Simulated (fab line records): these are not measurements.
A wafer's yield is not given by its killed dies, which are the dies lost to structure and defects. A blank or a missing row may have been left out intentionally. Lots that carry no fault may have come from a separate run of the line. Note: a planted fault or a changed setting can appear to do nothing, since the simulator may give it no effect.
Which of the tools did it? + flow n5Finfet + 42 wafers from 14 lots sampled at 2 of the route's 1938 steps

## WHAT THE GAUGES READ, wafer by wafer
N5_BEOL_M1_INSPECT_59: inspects for defects (darkfield). Usual: 75 for rawDefectCount, sd 23.
| lot  | measured     | on               | rawDefectCount | flag |
|------|--------------|------------------|----------------|------|
| L305 | day 6 08:43  | defectInspect-02 | 134 72 57      |      |
| L306 | day 7 00:53  | defectInspect-02 | 98 72 75       |      |
| L308 | day 7 12:39  | defectInspect-01 | 96 107 70      |      |
| L307 | day 7 13:53  | defectInspect-02 | 87 81 67       |      |
| L309 | day 7 15:17  | defectInspect-01 | 80 51 72       |      |
| L310 | day 7 16:12  | defectInspect-01 | 82 143 103     |      |
| L317 | day 9 14:54  | defectInspect-02 | 62 51 87       |      |
| L319 | day 9 21:48  | defectInspect-01 | 153 76 47      |      |
| L322 | day 10 21:41 | defectInspect-01 | 89 110 62      |      |
| L323 | day 10 23:07 | defectInspect-02 | 111 97 111     |      |
| L325 | day 11 05:53 | defectInspect-02 | 40 39 71       |      |
| L326 | day 11 14:32 | defectInspect-02 | 50 50 42       |      |
| L327 | day 12 03:05 | defectInspect-01 | 94 114 60      |      |
| L328 | day 12 06:31 | defectInspect-01 | 69 101 77      |      |

## WHICH TOOL RAN EACH LOT (tool, then ch and the chambers of the sampled wafers, then the start)
| lot  | N5_BEOL_M1_SPUTTER_96       |
|------|-----------------------------|
| L305 | pvdSputter-01, day 6 07:33  |
| L306 | pvdSputter-01, day 6 23:47  |
| L308 | pvdSputter-02, day 7 11:26  |
| L307 | pvdSputter-03, day 7 12:39  |
| L309 | pvdSputter-02, day 7 14:12  |
| L310 | pvdSputter-03, day 7 15:07  |
| L317 | pvdSputter-03, day 9 13:47  |
| L319 | pvdSputter-01, day 9 20:41  |
| L322 | pvdSputter-03, day 10 20:36 |
| L323 | pvdSputter-01, day 10 21:59 |
| L325 | pvdSputter-02, day 11 04:28 |
| L326 | pvdSputter-02, day 11 13:27 |
| L327 | pvdSputter-03, day 12 02:01 |
| L328 | pvdSputter-01, day 12 05:26 |
- N5_BEOL_M1_SPUTTER_96: material Cu, target thk 4.5 nm, time 8.29 s.

## WHAT THE TOOLS THEMSELVES READ (means of the sampled wafers that have a number; where no wafer has one, the mark that the record gives instead)
N5_BEOL_M1_SPUTTER_96. Usual: 29.8 % for throttleValvePct, sd 1.1.
| lot  | tool          | throttleValvePct (%) | flag |
|------|---------------|----------------------|------|
| L305 | pvdSputter-01 | 30.4                 |      |
| L306 | pvdSputter-01 | 28.9                 |      |
| L308 | pvdSputter-02 | 30.1                 |      |
| L307 | pvdSputter-03 | 29.0                 |      |
| L309 | pvdSputter-02 | 29.5                 |      |
| L310 | pvdSputter-03 | 28.8                 |      |
| L317 | pvdSputter-03 | 29.7                 |      |
| L319 | pvdSputter-01 | 30.8                 |      |
| L322 | pvdSputter-03 | 29.7                 |      |
| L323 | pvdSputter-01 | 30.1                 |      |
| L325 | pvdSputter-02 | 30.0                 |      |
| L326 | pvdSputter-02 | 29.8                 |      |
| L327 | pvdSputter-03 | 29.5                 |      |
| L328 | pvdSputter-01 | 29.5                 |      |

## THE ANSWER, worked out from the rows above alone
Rule: lot off if the mean of its wafers having a number is beyond 3 standard deviations from the usual mean. Also off: a lot with no number at a reading for which 4 or more lots have one. All remaining lots with rows at the step are treated as sound. Order of review: gauges by route order, followed by the tools' own readings, for which a lot's mean as printed above is used. The first step at which some lot is off is used, and at that step the reading that is off furthest; a lot without a number counts as furthest.
No lot is off at any reading shown: from this, nothing can be told.

## WHAT THE SIMULATOR HAD PUT IN
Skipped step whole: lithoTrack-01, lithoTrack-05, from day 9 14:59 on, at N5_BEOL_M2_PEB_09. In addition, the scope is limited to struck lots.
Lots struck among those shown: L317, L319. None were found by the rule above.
